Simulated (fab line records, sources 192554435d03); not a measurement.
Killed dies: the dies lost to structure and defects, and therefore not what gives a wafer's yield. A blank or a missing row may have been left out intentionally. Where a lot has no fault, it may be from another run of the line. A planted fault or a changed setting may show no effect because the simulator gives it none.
fab line records / flow n5-finfet
record lots=7 wafers=39
route steps=1938 shown PASSIVATION@1929
start-h: the number of hours between the record's first day and the start of the first shown wafer of the lot / wait-h: time in hours since the lot's previous step / " same as the row above / L1.1+2: a single row standing in for several wafers / - no value present, or no start provided / * or withheld: withheld / < > ~ a bound
route shown NAME@n: names a module that has steps shown in the file, with the first one's number in the route / usual: mean and standard deviation over wafers with no fault / same: alike in all rows / chamber/n: place in a boat / sites: each site's reading / _std_site: their standard deviation / _edge_site: inner sites' mean taken away from outer sites' mean / radius-mm: how far each site lies from the wafer's centre / mask NAME#n: copy n / behind: the tool/chamber that last shaped the wafer / hold: the reason the lot was held/the length of the hold in hours/how it ended / device: the transistor (n, p or np) that didn't switch / end of line: the route-end tests of the same wafers / where a step has no rows: the recipe by itself / killed: not the wafer's yield, but the dies lost to structure and defects at the first sort / map: a wafer's dies, x killed, . not, _ none there
set.NAME: the setting that was run; set.NAME@STEP: the one run at that earlier step / model.NAME: the simulator's own value behind a step, which no gauge read
lots where settings were altered on purpose, with a table for each step and a row for each wafer
## steps
# step N5_PASSIVATION_PASS_ETCH_47
# recipe chemistry=CF4/O2 target=SiNx target-depth-a=7700 time-s=385 ion-energy-ev=100 pressure-mtorr=40 source-w=535 bias-w=49 Ar_flow_sccm=100 cf4-flow-sccm=100 O2_flow_sccm=10
lot.wafer=L075.1 tool=rie-diel-05 chamber=2 start-h=339.00 wait-h=0.0 set.time-s=560.3 model.etch.depth-nm=1118
lot.wafer=L075.2 tool=rie-diel-05 chamber=0 start-h=339.00 wait-h=0.0 set.time-s=560.3 model.etch.depth-nm=1145
lot.wafer=L075.3 tool=rie-diel-05 chamber=1 start-h=339.00 wait-h=0.0 set.time-s=385 model.etch.depth-nm=770.4
lot.wafer=L075.4 tool=rie-diel-05 chamber=1 start-h=339.00 wait-h=0.0 set.time-s=385 model.etch.depth-nm=769.7
lot.wafer=L075.5 tool=rie-diel-05 chamber=2 start-h=339.00 wait-h=0.0 set.time-s=385 model.etch.depth-nm=769.2
lot.wafer=L075.6 tool=rie-diel-05 chamber=0 start-h=339.00 wait-h=0.0 set.time-s=560.3 model.etch.depth-nm=1155
lot.wafer=L079.1 tool=rie-diel-05 chamber=2 start-h=367.60 wait-h=0.0 set.time-s=385 model.etch.depth-nm=757.7
lot.wafer=L079.2 tool=rie-diel-05 chamber=0 start-h=367.60 wait-h=0.0 set.time-s=533.5 model.etch.depth-nm=1083
lot.wafer=L079.3 tool=rie-diel-05 chamber=1 start-h=367.60 wait-h=0.0 set.time-s=533.5 model.etch.depth-nm=1061
lot.wafer=L079.4 tool=rie-diel-05 chamber=3 start-h=367.60 wait-h=0.0 set.time-s=533.5 model.etch.depth-nm=1068
lot.wafer=L079.5 tool=rie-diel-05 chamber=1 start-h=367.60 wait-h=0.0 set.time-s=385 model.etch.depth-nm=773.8
lot.wafer=L079.6 tool=rie-diel-05 chamber=0 start-h=367.60 wait-h=0.0 set.time-s=385 model.etch.depth-nm=789.7
lot.wafer=L083.1 tool=rie-diel-03 chamber=3 start-h=408.06 wait-h=0.0 set.time-s=385 model.etch.depth-nm=791.9
lot.wafer=L083.2 tool=rie-diel-03 chamber=0 start-h=408.06 wait-h=0.0 set.time-s=385 model.etch.depth-nm=756
lot.wafer=L083.3 tool=rie-diel-03 chamber=2 start-h=408.06 wait-h=0.0 set.time-s=385 model.etch.depth-nm=781
lot.wafer=L083.4 tool=rie-diel-03 chamber=1 start-h=408.06 wait-h=0.0 set.time-s=385 model.etch.depth-nm=784.4
lot.wafer=L083.5 tool=rie-diel-03 chamber=1 start-h=408.06 wait-h=0.0 set.time-s=385 model.etch.depth-nm=784.7
lot.wafer=L083.6 tool=rie-diel-03 chamber=0 start-h=408.06 wait-h=0.0 set.time-s=385 model.etch.depth-nm=743.1
lot.wafer=L087.1 tool=rie-diel-05 chamber=2 start-h=413.18 wait-h=0.0 set.time-s=385 model.etch.depth-nm=763.6
lot.wafer=L087.2 tool=rie-diel-05 chamber=1 start-h=413.18 wait-h=0.0 set.time-s=385 model.etch.depth-nm=764.7
lot.wafer=L087.3 tool=rie-diel-05 chamber=3 start-h=413.18 wait-h=0.0 set.time-s=385 model.etch.depth-nm=770.3
lot.wafer=L087.4 tool=rie-diel-05 chamber=0 start-h=413.18 wait-h=0.0 set.time-s=385 model.etch.depth-nm=786.9
lot.wafer=L087.5 tool=rie-diel-05 chamber=2 start-h=413.18 wait-h=0.0 set.time-s=385 model.etch.depth-nm=757.1
lot.wafer=L087.6 tool=rie-diel-05 chamber=1 start-h=413.18 wait-h=0.0 set.time-s=385 model.etch.depth-nm=763
lot.wafer=L090.1 tool=rie-diel-05 chamber=1 start-h=441.23 wait-h=0.0 set.time-s=385 model.etch.depth-nm=770.4
lot.wafer=L090.2 tool=rie-diel-05 chamber=3 start-h=441.23 wait-h=0.0 set.time-s=385 model.etch.depth-nm=771.1
lot.wafer=L090.4 tool=rie-diel-05 chamber=2 start-h=441.23 wait-h=0.0 set.time-s=385 model.etch.depth-nm=762.4
lot.wafer=L092.1 tool=rie-diel-02 chamber=3 start-h=471.55 wait-h=0.0 set.time-s=575 model.etch.depth-nm=1178
lot.wafer=L092.2 tool=rie-diel-02 chamber=1 start-h=471.55 wait-h=0.0 set.time-s=385 model.etch.depth-nm=758.4
lot.wafer=L092.3 tool=rie-diel-02 chamber=0 start-h=471.55 wait-h=0.0 set.time-s=575 model.etch.depth-nm=1117
lot.wafer=L092.4 tool=rie-diel-02 chamber=0 start-h=471.55 wait-h=0.0 set.time-s=575 model.etch.depth-nm=1114
lot.wafer=L092.5 tool=rie-diel-02 chamber=3 start-h=471.55 wait-h=0.0 set.time-s=385 model.etch.depth-nm=797.8
lot.wafer=L092.6 tool=rie-diel-02 chamber=1 start-h=471.55 wait-h=0.0 set.time-s=385 model.etch.depth-nm=757.4
lot.wafer=L096.1 tool=rie-diel-03 chamber=2 start-h=481.56 wait-h=0.0 set.time-s=385 model.etch.depth-nm=772.9
lot.wafer=L096.2 tool=rie-diel-03 chamber=3 start-h=481.56 wait-h=0.0 set.time-s=385 model.etch.depth-nm=792.8
lot.wafer=L096.3 tool=rie-diel-03 chamber=1 start-h=481.56 wait-h=0.0 set.time-s=385 model.etch.depth-nm=776.3
lot.wafer=L096.4 tool=rie-diel-03 chamber=0 start-h=481.56 wait-h=0.0 set.time-s=385 model.etch.depth-nm=747.6
lot.wafer=L096.5 tool=rie-diel-03 chamber=0 start-h=481.56 wait-h=0.0 set.time-s=385 model.etch.depth-nm=753.7
lot.wafer=L096.6 tool=rie-diel-03 chamber=3 start-h=481.56 wait-h=0.0 set.time-s=385 model.etch.depth-nm=792.4
## key
split step=N5_PASSIVATION_PASS_ETCH_47 setting=time-s stated=385 by=wafer
response step=N5_PASSIVATION_PASS_ETCH_47 reading=model.etch.depth-nm change=+7.72 per=1% r=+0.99
